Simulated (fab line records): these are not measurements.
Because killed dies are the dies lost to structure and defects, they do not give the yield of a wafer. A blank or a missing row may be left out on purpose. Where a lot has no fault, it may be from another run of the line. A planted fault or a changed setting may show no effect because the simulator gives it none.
Which of the tools did it? | flow n5-finfet | 24 lots, 72 wafers sampled, at 6 steps of a route of 1938

## WHAT THE GAUGES READ, wafer by wafer
No reading from a measuring or inspecting step in the record can be judged against a usual standard deviation.

## TOOL THAT RAN EACH LOT (tool first, then ch and the chambers of the sampled wafers, then the start)
lot  | N5_BEOL_M0_SAQP_STRIP_86           | N5_BEOL_M0_SURFACE_TREAT_137 | N5_BEOL_M0_SPUTTER_141       | N5_BEOL_M0_ANNEAL_119            | N5_BEOL_M1_HM_DEP_02         | N5_BEOL_M1_ETCH_63
L074 | rie-diel-02 ch 0,1,2, day 5 16:05  | pvd-sputter-03, day 6 07:44  | pvd-sputter-03, day 6 08:46  | rtp-anneal-01 ch 0, day 6 09:01  | pvd-sputter-02, day 6 10:20  | rie-diel-02 ch 0,1,3, day 6 11:14
L075 | rie-diel-02 ch 1,2,3, day 5 19:23  | pvd-sputter-01, day 6 10:14  | pvd-sputter-02, day 6 11:07  | rtp-anneal-01 ch 0, day 6 11:25  | pvd-sputter-03, day 6 13:20  | rie-diel-02 ch 0,2,3, day 6 13:53
L076 | rie-diel-02 ch 0,1,2, day 5 20:52  | pvd-sputter-03, day 6 07:37  | pvd-sputter-03, day 6 08:14  | rtp-anneal-01 ch 0, day 6 08:32  | pvd-sputter-01, day 6 09:56  | rie-diel-03 ch 2,3, day 6 11:00
L077 | rie-diel-06 ch 1,2,3, day 6 06:33  | pvd-sputter-03, day 6 19:18  | pvd-sputter-01, day 6 21:27  | rtp-anneal-02 ch 0, day 6 22:01  | pvd-sputter-01, day 7 00:32  | rie-diel-06 ch 0,2,3, day 7 01:15
L078 | rie-diel-02 ch 0,1,3, day 6 14:37  | pvd-sputter-01, day 7 00:44  | pvd-sputter-02, day 7 01:17  | rtp-anneal-02 ch 0, day 7 01:31  | pvd-sputter-03, day 7 02:58  | rie-diel-02 ch 1,2,3, day 7 03:32
L079 | rie-diel-03 ch 0,1,3, day 6 19:30  | pvd-sputter-03, day 7 03:35  | pvd-sputter-03, day 7 04:10  | rtp-anneal-01 ch 0, day 7 04:37  | pvd-sputter-03, day 7 07:13  | rie-diel-03 ch 0,3, day 7 07:54
L080 | rie-diel-06 ch 2,3, day 7 01:56    | pvd-sputter-02, day 7 10:31  | pvd-sputter-02, day 7 11:02  | rtp-anneal-01 ch 0, day 7 11:23  | pvd-sputter-03, day 7 14:09  | rie-diel-03 ch 2,3, day 7 14:50
L081 | rie-diel-03 ch 0,1,3, day 7 08:32  | pvd-sputter-01, day 7 17:53  | pvd-sputter-01, day 7 18:28  | rtp-anneal-02 ch 0, day 7 18:46  | pvd-sputter-03, day 7 20:43  | rie-diel-06 ch 1,2,3, day 7 21:17
L082 | rie-diel-03 ch 0,1,3, day 7 09:47  | pvd-sputter-01, day 7 19:19  | pvd-sputter-01, day 7 20:01  | rtp-anneal-02 ch 0, day 7 20:13  | pvd-sputter-01, day 7 21:56  | rie-diel-02 ch 0,1,2, day 7 22:38
L083 | rie-diel-02 ch 0,2,3, day 7 14:40  | pvd-sputter-01, day 7 22:36  | pvd-sputter-01, day 7 23:19  | rtp-anneal-01 ch 0, day 7 23:34  | pvd-sputter-03, day 8 01:37  | rie-diel-03 ch 1,3, day 8 02:36
L084 | rie-diel-06 ch 0,2,3, day 7 22:53  | pvd-sputter-03, day 8 07:11  | pvd-sputter-02, day 8 08:37  | rtp-anneal-01 ch 0, day 8 08:52  | pvd-sputter-02, day 8 10:44  | rie-diel-06 ch 0,1,3, day 8 11:25
L085 | rie-diel-06 ch 2,3, day 8 06:54    | pvd-sputter-02, day 8 18:54  | pvd-sputter-02, day 8 19:37  | rtp-anneal-02 ch 0, day 8 19:49  | pvd-sputter-01, day 8 22:26  | rie-diel-02 ch 0,3, day 8 23:01
L086 | rie-diel-03 ch 0,2,3, day 8 19:01  | pvd-sputter-01, day 9 03:53  | pvd-sputter-01, day 9 04:30  | rtp-anneal-02 ch 0, day 9 07:20  | pvd-sputter-03, day 9 10:26  | rie-diel-02 ch 1,2,3, day 9 11:17
L088 | rie-diel-06 ch 0,1,2, day 9 02:28  | pvd-sputter-01, day 9 11:14  | pvd-sputter-01, day 9 11:51  | rtp-anneal-02 ch 0, day 9 15:07  | pvd-sputter-01, day 9 17:56  | rie-diel-03 ch 0,2,3, day 9 18:37
L087 | rie-diel-03 ch 0,2,3, day 9 05:44  | pvd-sputter-02, day 9 13:46  | pvd-sputter-02, day 9 16:19  | rtp-anneal-02 ch 0, day 9 18:52  | pvd-sputter-01, day 9 21:09  | rie-diel-03 ch 1,2,3, day 9 21:50
L089 | rie-diel-02 ch 1,2,3, day 9 13:46  | pvd-sputter-02, day 9 22:04  | pvd-sputter-02, day 9 22:54  | rtp-anneal-01 ch 0, day 9 23:17  | pvd-sputter-02, day 10 01:28 | rie-diel-03 ch 0,2,3, day 10 02:10
L090 | rie-diel-02 ch 0,2, day 9 19:36    | pvd-sputter-01, day 10 02:51 | pvd-sputter-02, day 10 05:02 | rtp-anneal-02 ch 0, day 10 05:19 | pvd-sputter-03, day 10 06:47 | rie-diel-06 ch 1,2, day 10 07:22
L091 | rie-diel-03 ch 0,2,3, day 9 22:57  | pvd-sputter-01, day 10 05:39 | pvd-sputter-02, day 10 06:13 | rtp-anneal-01 ch 0, day 10 06:37 | pvd-sputter-01, day 10 09:23 | rie-diel-03 ch 0,2, day 10 09:56
L092 | rie-diel-02 ch 0,1,2, day 10 06:50 | pvd-sputter-01, day 10 17:41 | pvd-sputter-02, day 10 18:50 | rtp-anneal-01 ch 0, day 10 19:05 | pvd-sputter-03, day 10 20:11 | rie-diel-02 ch 0,2, day 10 20:46
L093 | rie-diel-03 ch 2,3, day 10 11:03   | pvd-sputter-01, day 10 20:11 | pvd-sputter-02, day 10 20:57 | rtp-anneal-01 ch 0, day 10 21:20 | pvd-sputter-02, day 10 23:50 | rie-diel-03 ch 0,1, day 11 00:50
L094 | rie-diel-02 ch 2,3, day 10 12:51   | pvd-sputter-03, day 10 19:56 | pvd-sputter-03, day 10 20:50 | rtp-anneal-01 ch 0, day 10 21:02 | pvd-sputter-02, day 10 23:44 | rie-diel-06 ch 0,1,2, day 11 00:43
L095 | rie-diel-02 ch 0,1, day 10 17:25   | pvd-sputter-03, day 11 01:21 | pvd-sputter-03, day 11 01:55 | rtp-anneal-01 ch 0, day 11 02:48 | pvd-sputter-01, day 11 04:23 | rie-diel-03 ch 0,2, day 11 05:04
L096 | rie-diel-02 ch 0,1,3, day 11 04:50 | pvd-sputter-01, day 11 14:41 | pvd-sputter-01, day 11 15:17 | rtp-anneal-02 ch 0, day 11 15:52 | pvd-sputter-01, day 11 16:55 | rie-diel-06 ch 0,3, day 11 17:37
L097 | rie-diel-03 ch 0,1,2, day 11 09:23 | pvd-sputter-03, day 11 17:07 | pvd-sputter-01, day 11 19:19 | rtp-anneal-02 ch 0, day 11 19:37 | pvd-sputter-02, day 11 20:39 | rie-diel-02 ch 0,1, day 11 21:13
- N5_BEOL_M0_SAQP_STRIP_86: strips in N2/H2.
- N5_BEOL_M0_SURFACE_TREAT_137
- N5_BEOL_M0_SPUTTER_141: material Cu, target thk 4 nm, time 7.37 s.
- N5_BEOL_M0_ANNEAL_119: time 90 s.
- N5_BEOL_M1_HM_DEP_02: deposits TiN, target thk 20 nm.
- N5_BEOL_M1_ETCH_63: etches SiARC in CF4, target depth 15.6 nm, time 26 s.

## WHAT THE TOOLS THEMSELVES READ (means of the sampled wafers that have a number; where no wafer has one, the mark that the record gives instead)
N5_BEOL_M0_SAQP_STRIP_86. Usual: chamber-pressure-mTorr 50.00 mTorr, standard deviation 0.075; drypump-motor-current-A 6.0 A, standard deviation 0.47; oes-product-au 0.81 a.u., standard deviation 0.1; rf-vpp-V 121.8 V, standard deviation 1.4; showerhead-plenum-p-Torr 3.36 Torr, standard deviation 0.091; throttle-valve-pct 18.8 %, standard deviation 0.56.
lot  | tool        | chamber-pressure-mTorr (mTorr) | drypump-motor-current-A (A) | oes-product-au (a.u.) | rf-vpp-V (V) | showerhead-plenum-p-Torr (Torr) | throttle-valve-pct (%) | flag
L074 | rie-diel-02 | 50.04                          | 6.4                         | 0.74                  | 121.1        | 3.40                            | 19.1                   |
L075 | rie-diel-02 | 50.02                          | 6.0                         | 0.82                  | 121.0        | 3.35                            | 19.0                   |
L076 | rie-diel-02 | 49.94                          | 6.4                         | 0.75                  | 122.8        | 3.40                            | 19.1                   |
L077 | rie-diel-06 | 50.03                          | 5.4                         | 0.80                  | 121.6        | 3.42                            | 18.9                   |
L078 | rie-diel-02 | 50.05                          | 6.1                         | 0.80                  | 122.6        | 3.37                            | 18.5                   |
L079 | rie-diel-03 | 50.04                          | 5.9                         | 0.71                  | 121.2        | 3.32                            | 19.0                   |
L080 | rie-diel-06 | 49.99                          | 5.4                         | 0.86                  | 122.1        | 3.49                            | 18.6                   |
L081 | rie-diel-03 | 49.99                          | 5.9                         | 0.71                  | 121.7        | 3.32                            | 19.0                   |
L082 | rie-diel-03 | 49.97                          | 5.9                         | 0.71                  | 121.5        | 3.32                            | 19.0                   |
L083 | rie-diel-02 | 49.98                          | 5.9                         | 0.75                  | 121.6        | 3.35                            | 19.0                   |
L084 | rie-diel-06 | 49.96                          | 5.6                         | 0.83                  | 122.4        | 3.45                            | 18.8                   |
L085 | rie-diel-06 | 50.05                          | 5.4                         | 0.85                  | 122.9        | 3.49                            | 18.6                   |
L086 | rie-diel-03 | 50.01                          | 6.2                         | 0.87                  | 122.3        | 3.39                            | 18.7                   |
L088 | rie-diel-06 | 49.96                          | 5.7                         | 0.85                  | 122.2        | 3.36                            | 19.0                   |
L087 | rie-diel-03 | 50.03                          | 6.2                         | 0.87                  | 122.2        | 3.39                            | 18.7                   |
L089 | rie-diel-02 | 50.05                          | 6.0                         | 0.88                  | 120.7        | 3.33                            | 18.9                   |
L090 | rie-diel-02 | 49.96                          | 6.2                         | 0.88                  | 121.9        | 3.37                            | 19.3                   |
L091 | rie-diel-03 | 50.04                          | 6.2                         | 0.85                  | 122.7        | 3.39                            | 18.7                   |
L092 | rie-diel-02 | 50.01                          | 6.3                         | 0.82                  | 121.5        | 3.38                            | 19.0                   |
L093 | rie-diel-03 | 50.02                          | 6.0                         | 0.76                  | 121.3        | 3.43                            | 18.8                   |
L094 | rie-diel-02 | 50.00                          | 5.9                         | 0.92                  | 122.9        | 3.32                            | 19.3                   |
L095 | rie-diel-02 | 50.02                          | 6.4                         | 0.72                  | 122.6        | 3.41                            | 18.6                   |
L096 | rie-diel-02 | 50.00                          | 6.1                         | 0.77                  | 120.4        | 3.36                            | 18.5                   |
L097 | rie-diel-03 | 49.95                          | 6.2                         | 0.86                  | 120.6        | 3.28                            | 18.5                   |

N5_BEOL_M0_SPUTTER_141. Usual: susceptor-temp-C -20.00 C, standard deviation 0.11; throttle-valve-pct 29.8 %, standard deviation 1.1.
lot  | tool           | susceptor-temp-C (C) | throttle-valve-pct (%) | flag
L074 | pvd-sputter-03 | -19.94               | 29.6                   |
L075 | pvd-sputter-02 | -20.10               | 29.9                   |
L076 | pvd-sputter-03 | -19.94               | 29.8                   |
L077 | pvd-sputter-01 | -20.01               | 30.3                   |
L078 | pvd-sputter-02 | -20.03               | 29.5                   |
L079 | pvd-sputter-03 | -19.92               | 29.6                   |
L080 | pvd-sputter-02 | -20.00               | 30.0                   |
L081 | pvd-sputter-01 | -20.01               | 29.8                   |
L082 | pvd-sputter-01 | -20.12               | 30.2                   |
L083 | pvd-sputter-01 | -20.06               | 30.1                   |
L084 | pvd-sputter-02 | -19.97               | 29.4                   |
L085 | pvd-sputter-02 | -19.91               | 28.3                   |
L086 | pvd-sputter-01 | -20.02               | 30.4                   |
L088 | pvd-sputter-01 | -19.92               | 30.0                   |
L087 | pvd-sputter-02 | -19.99               | 29.0                   |
L089 | pvd-sputter-02 | -19.90               | 29.6                   |
L090 | pvd-sputter-02 | -20.00               | 29.1                   |
L091 | pvd-sputter-02 | -20.05               | 29.0                   |
L092 | pvd-sputter-02 | -20.00               | 29.1                   |
L093 | pvd-sputter-02 | -19.91               | 30.5                   |
L094 | pvd-sputter-03 | -20.03               | 29.5                   |
L095 | pvd-sputter-03 | -19.89               | 29.2                   |
L096 | pvd-sputter-01 | -20.01               | 30.3                   |
L097 | pvd-sputter-01 | -20.03               | 30.5                   |

N5_BEOL_M0_ANNEAL_119. Usual: wafer_temp_C_max at 226.24, with a standard deviation of 0.27.
lot  | tool          | wafer_temp_C_max | flag
L074 | rtp-anneal-01 | 226.09           |
L075 | rtp-anneal-01 | 226.62           |
L076 | rtp-anneal-01 | 226.15           |
L077 | rtp-anneal-02 | 226.40           |
L078 | rtp-anneal-02 | 226.47           |
L079 | rtp-anneal-01 | 226.01           |
L080 | rtp-anneal-01 | 226.04           |
L081 | rtp-anneal-02 | 226.35           |
L082 | rtp-anneal-02 | 225.97           |
L083 | rtp-anneal-01 | 226.13           |
L084 | rtp-anneal-01 | 226.32           |
L085 | rtp-anneal-02 | 226.22           |
L086 | rtp-anneal-02 | 225.89           |
L088 | rtp-anneal-02 | 226.45           |
L087 | rtp-anneal-02 | 226.45           |
L089 | rtp-anneal-01 | 226.13           |
L090 | rtp-anneal-02 | 226.24           |
L091 | rtp-anneal-01 | 226.36           |
L092 | rtp-anneal-01 | 226.06           |
L093 | rtp-anneal-01 | 226.25           |
L094 | rtp-anneal-01 | 226.37           |
L095 | rtp-anneal-01 | 226.30           |
L096 | rtp-anneal-02 | 226.24           |
L097 | rtp-anneal-02 | 226.35           |

N5_BEOL_M1_HM_DEP_02. Usual: susceptor-temp-C 25.01 C, standard deviation 0.12; throttle-valve-pct 29.9 %, standard deviation 0.97.
lot  | tool           | susceptor-temp-C (C) | throttle-valve-pct (%) | flag
L074 | pvd-sputter-02 | 24.93                | 30.2                   |
L075 | pvd-sputter-03 | 25.02                | 29.7                   |
L076 | pvd-sputter-01 | 24.92                | 29.7                   |
L077 | pvd-sputter-01 | 25.11                | 30.5                   |
L078 | pvd-sputter-03 | 25.00                | 29.4                   |
L079 | pvd-sputter-03 | 25.09                | 29.6                   |
L080 | pvd-sputter-03 | 25.01                | 30.1                   |
L081 | pvd-sputter-03 | 25.11                | 30.1                   |
L082 | pvd-sputter-01 | 24.96                | 30.1                   |
L083 | pvd-sputter-03 | 25.06                | 29.7                   |
L084 | pvd-sputter-02 | 24.94                | 29.1                   |
L085 | pvd-sputter-01 | 24.94                | 30.8                   |
L086 | pvd-sputter-03 | 25.06                | 29.9                   |
L088 | pvd-sputter-01 | 25.06                | 30.0                   |
L087 | pvd-sputter-01 | 25.03                | 30.2                   |
L089 | pvd-sputter-02 | 24.94                | 28.9                   |
L090 | pvd-sputter-03 | 25.12                | 29.2                   |
L091 | pvd-sputter-01 | 25.07                | 30.6                   |
L092 | pvd-sputter-03 | 25.02                | 29.2                   |
L093 | pvd-sputter-02 | 25.09                | 29.3                   |
L094 | pvd-sputter-02 | 25.01                | 30.6                   |
L095 | pvd-sputter-01 | 24.99                | 30.0                   |
L096 | pvd-sputter-01 | 24.98                | 30.3                   |
L097 | pvd-sputter-02 | 24.90                | 29.6                   |

N5_BEOL_M1_ETCH_63. Usual: chamber-pressure-mTorr 40.00 mTorr, standard deviation 0.036; drypump-motor-current-A 5.9 A, standard deviation 0.46; etch-rf-on-time-s 26.4 s, standard deviation 0.92; oes-product-au 0.68 a.u., standard deviation 0.086; rf-fwd-power-W 531.4 W, standard deviation 1.7; rf-vpp-V 184.2 V, standard deviation 1.1; showerhead-plenum-p-Torr 2.15 Torr, standard deviation 0.059; throttle-valve-pct 15.6 %, standard deviation 0.3.
lot  | tool        | chamber-pressure-mTorr (mTorr) | drypump-motor-current-A (A) | etch-rf-on-time-s (s) | oes-product-au (a.u.) | rf-fwd-power-W (W) | rf-vpp-V (V) | showerhead-plenum-p-Torr (Torr) | throttle-valve-pct (%) | flag
L074 | rie-diel-02 | 40.01                          | 6.0                         | 26.3                  | 0.68                  | 531.8              | 183.7        | 2.17                            | 15.4                   |
L075 | rie-diel-02 | 39.95                          | 5.9                         | 26.3                  | 0.64                  | 532.0              | 184.3        | 2.15                            | 15.6                   |
L076 | rie-diel-03 | 39.99                          | 6.0                         | 27.7                  | 0.58                  | 530.8              | 184.7        | 2.20                            | 15.8                   |
L077 | rie-diel-06 | 39.97                          | 5.6                         | 26.5                  | 0.71                  | 532.2              | 184.9        | 2.20                            | 15.7                   |
L078 | rie-diel-02 | 40.04                          | 6.0                         | 26.6                  | 0.67                  | 532.5              | 184.5        | 2.13                            | 15.6                   |
L079 | rie-diel-03 | 39.96                          | 5.9                         | 26.9                  | 0.58                  | 532.7              | 183.7        | 2.17                            | 15.7                   |
L080 | rie-diel-03 | 40.01                          | 6.3                         | 26.8                  | 0.75                  | 530.5              | 185.0        | 2.20                            | 15.5                   |
L081 | rie-diel-06 | 40.00                          | 5.4                         | 26.7                  | 0.74                  | 530.1              | 184.1        | 2.17                            | 15.6                   |
L082 | rie-diel-02 | 39.98                          | 6.3                         | 27.0                  | 0.62                  | 532.5              | 184.9        | 2.17                            | 15.7                   |
L083 | rie-diel-03 | 39.99                          | 5.7                         | 26.9                  | 0.60                  | 531.6              | 184.7        | 2.16                            | 15.9                   |
L084 | rie-diel-06 | 39.96                          | 5.6                         | 25.8                  | 0.75                  | 530.1              | 185.4        | 2.18                            | 15.5                   |
L085 | rie-diel-02 | 40.00                          | 5.9                         | 26.4                  | 0.63                  | 531.2              | 184.5        | 2.18                            | 15.5                   |
L086 | rie-diel-02 | 40.02                          | 6.0                         | 26.4                  | 0.73                  | 531.1              | 183.0        | 2.12                            | 15.4                   |
L088 | rie-diel-03 | 40.03                          | 6.1                         | 26.8                  | 0.72                  | 532.7              | 185.1        | 2.15                            | 15.4                   |
L087 | rie-diel-03 | 39.99                          | 6.0                         | 26.6                  | 0.66                  | 531.3              | 185.5        | 2.15                            | 15.8                   |
L089 | rie-diel-03 | 39.99                          | 6.2                         | 27.0                  | 0.71                  | 530.9              | 184.4        | 2.15                            | 15.4                   |
L090 | rie-diel-06 | 39.95                          | 5.5                         | 25.7                  | 0.74                  | 532.8              | 183.3        | 2.12                            | 15.6                   |
L091 | rie-diel-03 | 39.97                          | 6.3                         | 26.3                  | 0.79                  | 531.7              | 183.2        | 2.11                            | 15.1                   |
L092 | rie-diel-02 | 40.00                          | 6.2                         | 25.9                  | 0.73                  | 531.4              | 183.5        | 2.15                            | 15.5                   |
L093 | rie-diel-03 | 39.99                          | 5.9                         | 25.9                  | 0.68                  | 531.5              | 184.2        | 2.07                            | 15.7                   |
L094 | rie-diel-06 | 40.03                          | 5.6                         | 25.8                  | 0.70                  | 530.5              | 183.8        | 2.14                            | 15.7                   |
L095 | rie-diel-03 | 40.02                          | 6.5                         | 26.6                  | 0.77                  | 531.3              | 184.8        | 2.15                            | 15.3                   |
L096 | rie-diel-06 | 40.03                          | 5.8                         | 25.9                  | 0.70                  | 532.0              | 185.6        | 2.20                            | 15.6                   |
L097 | rie-diel-02 | 39.99                          | 6.4                         | 26.7                  | 0.60                  | 529.8              | 184.0        | 2.20                            | 15.6                   |

## THE ANSWER, worked out from the rows above alone
Rule: take the mean of a lot's wafers that have a number; if it is more than 3 standard deviations from the usual mean, the lot is off. A lot without any number at a reading at which 4 lots or more have one is off too. Where the step has rows for the other lots, those lots are counted as sound. Order of review: gauges by route order, followed by the tools' own readings, for which a lot's mean as printed above is used. The first step at which some lot is off is used, and at that step the reading that is off furthest; a lot without a number counts as furthest.
No lot is off on any of the readings shown, so nothing can be concluded from this.

## WHAT THE SIMULATOR HAD INSERTED
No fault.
